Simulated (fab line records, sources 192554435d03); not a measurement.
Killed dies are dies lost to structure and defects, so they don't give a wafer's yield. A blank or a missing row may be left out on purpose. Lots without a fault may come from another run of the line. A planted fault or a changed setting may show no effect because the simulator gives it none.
Split-lot experiment | flow n5_finfet | 7 lots, 21 wafers read, on a route of 1938 steps

THE SPLIT
At N5_BEOL_M6_TRENCH_ETCH_37 (etches SiCOH lowk in C4F6/O2, target depth 94.435 nm, time 31.5 s), the setting bias_w was moved away from the recipe's 185 W on 7 of the 21 wafers read, by -15.9% to +12.4%. The other wafers ran this setting at the recipe's value.

The reading is taken at the split's own step.

THE READING
rf_vpp_V, in V, at N5_BEOL_M6_TRENCH_ETCH_37 (etches SiCOH lowk in C4F6/O2, target depth 94.435 nm, time 31.5 s). Fault-free wafers of this fab line usually give 661 V, standard deviation 6.2 V.

wafer  | tool, chamber at the split | bias_w as run, W | against the recipe | rf_vpp_V, V | against lot-mates on the recipe
L076.2 | rie_diel-03, 1             | 185              | recipe             | 661         | -
L076.4 | rie_diel-03, 2             | 185              | recipe             | 663         | -
L076.5 | rie_diel-03, 1             | 185              | recipe             | 660         | -
L083.3 | rie_diel-06, 2             | 185              | recipe             | 660         | -
L083.4 | rie_diel-06, 0             | 155.5            | -15.9%             | 583         | -77
L083.5 | rie_diel-06, 0             | 155.5            | -15.9%             | 583         | -77
L086.1 | rie_diel-06, 1             | 208              | +12.4%             | 723         | +65
L086.3 | rie_diel-06, 2             | 208              | +12.4%             | 724         | +66
L086.5 | rie_diel-06, 2             | 185              | recipe             | 658         | -
L089.1 | rie_diel-06, 3             | 185              | recipe             | 671         | -
L089.3 | rie_diel-06, 2             | 185              | recipe             | 661         | -
L089.4 | rie_diel-06, 0             | 185              | recipe             | 668         | -
L088.2 | rie_diel-06, 3             | 160.1            | -13.5%             | 597         | -64
L088.3 | rie_diel-06, 2             | 185              | recipe             | 660         | -
L088.6 | rie_diel-06, 2             | 185              | recipe             | 661         | -
L085.3 | rie_diel-05, 0             | 170              | -8.1%              | 617         | -42
L085.4 | rie_diel-05, 2             | 185              | recipe             | 659         | -
L085.5 | rie_diel-05, 3             | 170              | -8.1%              | 611         | -48
L095.2 | rie_diel-05, 0             | 185              | recipe             | 661         | -
L095.3 | rie_diel-05, 3             | 185              | recipe             | 651         | -
L095.5 | rie_diel-05, 2             | 185              | recipe             | 659         | -

THE FIT
A straight line over all 21 wafers: rf_vpp_V changes by +5 V for each +1% of bias_w; r = +0.99; the points scatter about the line by 4.5 V.
The same after taking each lot's own level away (the mean of its wafers on the recipe; 21 wafers): +5.03 V for each +1%; r = +1.00; scatter 3.4 V.
On that fit, the largest move of bias_w shifts the reading by 80 V.
The lots' own levels span 657.0 to 666.7 V, that is 1.6 times the standard deviation above.
So the lot-to-lot level changes the slope little: the two slopes agree.
Check: with one of the wafers moved furthest among these (-15.9%) left out of the fit, the line predicts -80.7 V for it against its lot-mates. It came out at -77 V against them.
Tool readings at the split's step, against how far the setting was moved: rf_vpp_V r = +0.99.

OTHER SPLITS ON THESE WAFERS
These wafers also went through other splits before the reading. Each is held against what the fit with the lots' levels taken away leaves over:
other split on the same wafers | wafers away from the commonest value | r with rf_vpp_V (lot level and that fit taken away)
N5_BEOL_M5_EXPOSE_25 dose_mj   | 7                                    | -0.13
N5_BEOL_M6_ETCH_66 bias_w      | 4                                    | -0.01

THE FILE'S OWN FIT
rf_vpp_V changes by +4.97 V for each +1% of bias_w, r = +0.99.
